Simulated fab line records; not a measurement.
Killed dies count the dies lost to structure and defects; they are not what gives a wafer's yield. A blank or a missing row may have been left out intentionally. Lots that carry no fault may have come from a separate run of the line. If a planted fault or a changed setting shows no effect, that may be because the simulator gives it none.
Matching of chambers	flow nand harc	cmp-04 running NHARC_A_BONDPAD_CMP_29: 4 sister chambers
The step polishes SiCN, target thk 200 nm. 18 wafers are shown with their chamber, then 9 later ones without.

## EACH WAFER AND ITS CHAMBER
wafer	chamber	motor current A (A)
L076.1	2	10.9
L076.3	1	11.5
L076.4	3	11.0
L081.2	3	11.0
L081.4	2	11.0
L081.6	3	10.6
L086.1	2	10.9
L086.2	1	11.8
L086.6	3	10.6
L088.1	0	13.5
L088.4	3	11.2
L088.6	3	10.2
L093.1	1	12.7
L093.3	2	11.0
L093.6	3	10.9
L090.1	3	11.3
L090.3	2	11.1
L090.6	1	12.0

SIGNATURES, as means of the wafers listed above
reading	chamber 0	chamber 1	chamber 2	chamber 3	scatter within a chamber
motor current A	13.500	12.000	10.980	10.850	0.351
Rule: for a wafer and a chamber, the distance is found by dividing, reading by reading, the gap between the wafer's reading and the chamber's mean by the reading's scatter, squaring, summing and taking the root. The wafer belongs to the nearest chamber; if the next one is less than 2 further off, it can't be placed. The scatter is the square root of a quotient: the sum, over the shown wafers, of each reading's squared deviation from its chamber's mean, divided by wafers minus chambers.

## WAFERS WHOSE CHAMBER IS MISSING
wafer	motor current A (A)
L094.1	13.2
L094.3	11.5
L094.4	11.5
L095.1	11.4
L095.3	11.1
L095.4	13.4
L096.2	11.7
L096.4	11.4
L096.6	11.2

## WHICH CHAMBER EACH ONE RAN IN
wafer	from the rows above	in truth
L094.1	0	0
L094.3	can't be placed: 1 or 2 or 3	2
L094.4	can't be placed: 1 or 2 or 3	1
L095.1	can't be placed: 2 or 3 or 1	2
L095.3	can't be placed: 2 or 3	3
L095.4	0	0
L096.2	can't be placed: 1 or 2 or 3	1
L096.4	can't be placed: 2 or 3 or 1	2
L096.6	can't be placed: 2 or 3 or 1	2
Placed correctly: 2 of 9. These rows do not allow placing 7 (true chamber among the candidates in 7). Wrongly placed: 0.
